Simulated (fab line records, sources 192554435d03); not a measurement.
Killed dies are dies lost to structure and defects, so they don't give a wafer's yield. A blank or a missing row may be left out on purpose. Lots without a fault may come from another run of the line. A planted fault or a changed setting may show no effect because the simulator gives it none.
Which tool did it? | flow n5_finfet | 24 lots, 72 wafers sampled, at 5 steps of a route of 1938

WHAT THE GAUGES READ, wafer by wafer
N5_MOL_CONTACT_COAG_OVL_MEAS_41.
lot  | measured     | on         | VD_OVL (nm)
L074 | day 5 04:23  | overlay-02 | -2.4 -0.7 -1.2
L075 | day 5 10:31  | overlay-01 | -1.4 -0.7 -0.8
L076 | day 5 18:31  | overlay-01 | -0.3 -1.1 -0.2
L077 | day 6 02:59  | overlay-01 | 1.1 -0.1 0.6
L078 | day 6 03:59  | overlay-02 | -1.2 -1.0 -0.6
L079 | day 6 16:49  | overlay-02 | 0.0 0.6 -0.4
L080 | day 6 20:55  | overlay-01 | 0.2 0.4 0.4
L081 | day 7 01:14  | overlay-01 | 0.2 -0.5 0.3
L082 | day 7 05:18  | overlay-02 | -0.2 -0.1 0.5
L083 | day 7 10:03  | overlay-01 | 0.6 0.1 0.6
L084 | day 7 20:42  | overlay-02 | 0.6 -0.2 0.3
L085 | day 7 22:37  | overlay-02 | 0.7 0.3 -0.3
L086 | day 8 06:38  | overlay-02 | 0.4 -0.5 -0.2
L087 | day 8 13:35  | overlay-02 | -0.1 0.8 -0.7
L088 | day 8 17:26  | overlay-02 | 0.1 -1.6 -0.5
L089 | day 8 22:53  | overlay-02 | 0.2 -0.3 -1.5
L090 | day 9 03:05  | overlay-02 | -1.1 0.5 0.5
L091 | day 9 11:23  | overlay-02 | -0.8 0.5 0.1
L093 | day 9 22:29  | overlay-02 | 0.7 0.7 1.1
L094 | day 10 06:45 | overlay-02 | -0.7 -0.3 -0.8
L092 | day 10 06:55 | overlay-02 | 0.2 0.4 0.9
L095 | day 10 10:29 | overlay-02 | -0.8 -0.7 -1.8
L096 | day 10 17:05 | overlay-02 | -1.8 -1.2 -0.7
L097 | day 10 23:38 | overlay-02 | -0.4 -0.6 -0.8

N5_MOL_CONTACT_COAG_CD_MEAS_101: target cd 16 nm.
lot  | measured     | on        | cd_nm (nm)
L074 | day 5 05:38  | cd_sem-03 | 15.6 16.1 15.9
L075 | day 5 11:31  | cd_sem-02 | 16.5 15.7 16.6
L076 | day 5 20:11  | cd_sem-03 | 16.1 15.5 15.4
L077 | day 6 04:52  | cd_sem-01 | 15.6 15.5 15.7
L078 | day 6 05:49  | cd_sem-02 | 15.9 15.9 16.1
L079 | day 6 18:43  | cd_sem-02 | 16.0 15.1 15.8
L080 | day 6 23:03  | cd_sem-01 | 16.5 16.2 16.0
L081 | day 7 02:27  | cd_sem-02 | 16.2 16.3 16.5
L082 | day 7 06:12  | cd_sem-03 | 16.0 15.8 16.1
L083 | day 7 11:21  | cd_sem-03 | 15.8 15.8 15.4
L084 | day 7 21:43  | cd_sem-03 | 15.7 15.8 16.0
L085 | day 7 23:31  | cd_sem-02 | 15.9 15.8 15.3
L086 | day 8 07:33  | cd_sem-01 | 15.8 15.8 15.6
L087 | day 8 14:55  | cd_sem-03 | 15.9 16.1 16.0
L088 | day 8 18:22  | cd_sem-01 | 15.8 15.8 15.6
L089 | day 8 23:47  | cd_sem-03 | 15.6 16.2 15.7
L090 | day 9 04:00  | cd_sem-02 | 16.4 16.2 16.1
L091 | day 9 12:20  | cd_sem-01 | 15.8 16.3 15.7
L093 | day 9 23:27  | cd_sem-02 | 15.7 15.1 15.7
L094 | day 10 07:52 | cd_sem-03 | 15.7 15.7 16.5
L092 | day 10 07:58 | cd_sem-01 | 15.6 16.7 16.0
L095 | day 10 11:31 | cd_sem-01 | 15.5 16.3 15.3
L096 | day 10 18:14 | cd_sem-01 | 15.9 15.9 15.7
L097 | day 11 00:46 | cd_sem-03 | 16.4 15.6 16.3

N5_BEOL_M0_SAQP_CD_MEAS_14: target cd 42.5 nm.
lot  | measured     | on        | cd_nm (nm)
L074 | day 5 11:28  | cd_sem-02 | 42.2 42.8 42.2
L075 | day 5 16:40  | cd_sem-03 | 41.7 41.7 42.0
L076 | day 6 02:53  | cd_sem-02 | 41.8 41.5 42.3
L077 | day 6 11:40  | cd_sem-01 | 42.8 42.2 42.6
L078 | day 6 13:52  | cd_sem-01 | 42.0 42.1 42.4
L079 | day 7 00:26  | cd_sem-03 | 42.3 42.2 42.2
L080 | day 7 05:20  | cd_sem-03 | 42.3 42.9 42.1
L081 | day 7 08:49  | cd_sem-01 | 42.8 42.0 42.4
L082 | day 7 13:38  | cd_sem-03 | 41.9 41.9 42.5
L083 | day 7 17:57  | cd_sem-02 | 42.1 42.1 41.4
L084 | day 8 03:05  | cd_sem-03 | 42.4 42.0 42.4
L085 | day 8 07:28  | cd_sem-03 | 42.5 42.0 42.0
L086 | day 8 13:09  | cd_sem-03 | 43.1 42.6 42.9
L087 | day 8 21:29  | cd_sem-01 | 41.8 42.1 42.5
L088 | day 9 01:07  | cd_sem-02 | 42.1 42.5 42.1
L089 | day 9 05:59  | cd_sem-01 | 42.8 42.2 42.5
L090 | day 9 09:50  | cd_sem-03 | 42.4 42.1 42.4
L091 | day 10 06:00 | cd_sem-02 | 43.3 42.9 42.9
L093 | day 10 05:41 | cd_sem-03 | 41.9 42.1 41.6
L094 | day 10 13:22 | cd_sem-03 | 41.8 42.1 42.5
L092 | day 10 16:48 | cd_sem-01 | 42.6 42.3 42.2
L095 | day 10 19:13 | cd_sem-03 | 41.9 42.4 42.4
L096 | day 11 01:27 | cd_sem-01 | 42.4 42.3 42.5
L097 | day 11 06:41 | cd_sem-02 | 41.8 42.1 42.6

WHICH TOOL RAN EACH LOT (tool, then ch and the chambers of the sampled wafers, then the start)
lot  | N5_MOL_CONTACT_COAG_PRE_CLEAN_142 | N5_BEOL_M0_SAQP_HM_DEP_111
L074 | pvd_sputter-02, day 4 21:38       | pecvd-02 ch 0,1,2, day 5 11:01
L075 | pvd_sputter-03, day 5 04:08       | pecvd-03 ch 1,2, day 5 16:13
L076 | pvd_sputter-03, day 5 12:35       | pecvd-02 ch 0,1,2, day 6 02:26
L077 | pvd_sputter-02, day 5 19:21       | pecvd-02 ch 0,1,2, day 6 11:19
L078 | pvd_sputter-03, day 5 21:02       | pecvd-03 ch 0,2, day 6 13:25
L079 | pvd_sputter-01, day 6 11:07       | pecvd-02 ch 1,2, day 6 23:59
L080 | pvd_sputter-02, day 6 15:41       | pecvd-02 ch 0,1,2, day 7 04:53
L081 | pvd_sputter-01, day 6 19:38       | pecvd-01 ch 0,1,2, day 7 08:29
L082 | pvd_sputter-01, day 6 23:25       | pecvd-01 ch 0,1,2, day 7 13:20
L083 | pvd_sputter-03, day 7 04:49       | pecvd-02 ch 1,2, day 7 17:31
L084 | pvd_sputter-03, day 7 15:12       | pecvd-03 ch 0,1, day 8 02:46
L085 | pvd_sputter-01, day 7 17:12       | pecvd-02 ch 1,2, day 8 07:09
L086 | pvd_sputter-01, day 8 00:56       | pecvd-01 ch 0,1,2, day 8 12:50
L087 | pvd_sputter-03, day 8 06:23       | pecvd-03 ch 0,1, day 8 21:10
L088 | pvd_sputter-03, day 8 10:53       | pecvd-01 ch 0, day 9 00:39
L089 | pvd_sputter-01, day 8 17:13       | pecvd-02 ch 0,2, day 9 05:32
L090 | pvd_sputter-03, day 8 20:48       | pecvd-03 ch 0,2, day 9 09:31
L091 | pvd_sputter-03, day 9 05:59       | pecvd-01 ch 0,1, day 10 05:33
L093 | pvd_sputter-03, day 9 17:10       | pecvd-02 ch 0,1,2, day 10 05:22
L094 | pvd_sputter-01, day 10 00:58      | pecvd-01 ch 0,1, day 10 12:55
L092 | pvd_sputter-02, day 10 01:01      | pecvd-01 ch 1,2, day 10 16:22
L095 | pvd_sputter-02, day 10 05:08      | pecvd-03 ch 0,1,2, day 10 18:53
L096 | pvd_sputter-03, day 10 11:50      | pecvd-01 ch 0,1, day 11 01:00
L097 | pvd_sputter-03, day 10 17:43      | pecvd-01 ch 0,2, day 11 06:22
- N5_MOL_CONTACT_COAG_PRE_CLEAN_142: time 60 s.
- N5_BEOL_M0_SAQP_HM_DEP_111: deposits SiO2 from SiH4/N2O, target thk 12 nm, time 7.2 s.

WHAT THE TOOLS THEMSELVES READ (means of the sampled wafers that have a number; where no wafer has one, the mark that the record gives instead)
N5_MOL_CONTACT_COAG_PRE_CLEAN_142.
lot  | tool           | heater_power_w (W)
L074 | pvd_sputter-02 | 446
L075 | pvd_sputter-03 | 499
L076 | pvd_sputter-03 | 521
L077 | pvd_sputter-02 | 457
L078 | pvd_sputter-03 | 494
L079 | pvd_sputter-01 | 469
L080 | pvd_sputter-02 | 437
L081 | pvd_sputter-01 | 452
L082 | pvd_sputter-01 | 459
L083 | pvd_sputter-03 | 549
L084 | pvd_sputter-03 | 427
L085 | pvd_sputter-01 | 450
L086 | pvd_sputter-01 | 447
L087 | pvd_sputter-03 | 515
L088 | pvd_sputter-03 | 471
L089 | pvd_sputter-01 | 468
L090 | pvd_sputter-03 | 473
L091 | pvd_sputter-03 | 477
L093 | pvd_sputter-03 | 481
L094 | pvd_sputter-01 | 471
L092 | pvd_sputter-02 | 445
L095 | pvd_sputter-02 | 466
L096 | pvd_sputter-03 | 448
L097 | pvd_sputter-03 | 481

N5_BEOL_M0_SAQP_HM_DEP_111.
lot  | tool     | heater_power_w (W) | rf_fwd_power_W (W) | showerhead_plenum_p_Torr (Torr)
L074 | pecvd-02 | 712                | 272.8              | 8.10
L075 | pecvd-03 | 756                | 272.6              | 7.96
L076 | pecvd-02 | 672                | 273.2              | 8.12
L077 | pecvd-02 | 666                | 273.7              | 8.12
L078 | pecvd-03 | 842                | 272.9              | 8.26
L079 | pecvd-02 | 661                | 273.0              | 8.19
L080 | pecvd-02 | 655                | 273.3              | 8.10
L081 | pecvd-01 | 807                | 272.7              | 8.18
L082 | pecvd-01 | 830                | 272.8              | 8.19
L083 | pecvd-02 | 687                | 273.9              | 8.18
L084 | pecvd-03 | 730                | 272.3              | 8.15
L085 | pecvd-02 | 652                | 272.8              | 8.06
L086 | pecvd-01 | 785                | 273.1              | 8.18
L087 | pecvd-03 | 732                | 272.4              | 8.00
L088 | pecvd-01 | 734                | 273.1              | 8.25
L089 | pecvd-02 | 696                | 273.6              | 8.17
L090 | pecvd-03 | 821                | 272.8              | 8.27
L091 | pecvd-01 | 842                | 273.0              | 8.17
L093 | pecvd-02 | 645                | 272.7              | 8.11
L094 | pecvd-01 | 790                | 273.9              | 8.17
L092 | pecvd-01 | 869                | 272.1              | 8.16
L095 | pecvd-03 | 788                | 272.7              | 8.12
L096 | pecvd-01 | 834                | 273.9              | 8.18
L097 | pecvd-01 | 768                | 272.3              | 8.20

THE ANSWER, worked out from the rows above alone
Rule: what is usual is taken from the lots themselves. Put in order of their means at a reading, lots are off if they are a third of the lots or fewer, leave a main group of 4 or more, and stand apart from it by a gap of 3 or more times the standard deviation of the main group's means; of several such gaps the widest counts. A main group whose means are all the same, to the digits that the tables above print for the reading, isn't used. A lot without any number at a reading at which 4 lots or more have one is off too. The other lots that the step has rows for count as sound. The gauges are gone through in route order, then the tools' own readings, and for those a lot's mean is taken as printed above. The first step at which some lot is off is used, and at that step the reading that is off furthest; a lot without a number counts as furthest.
No lot is off at any reading shown: from this, nothing can be told.

WHAT THE SIMULATOR HAD PUT IN
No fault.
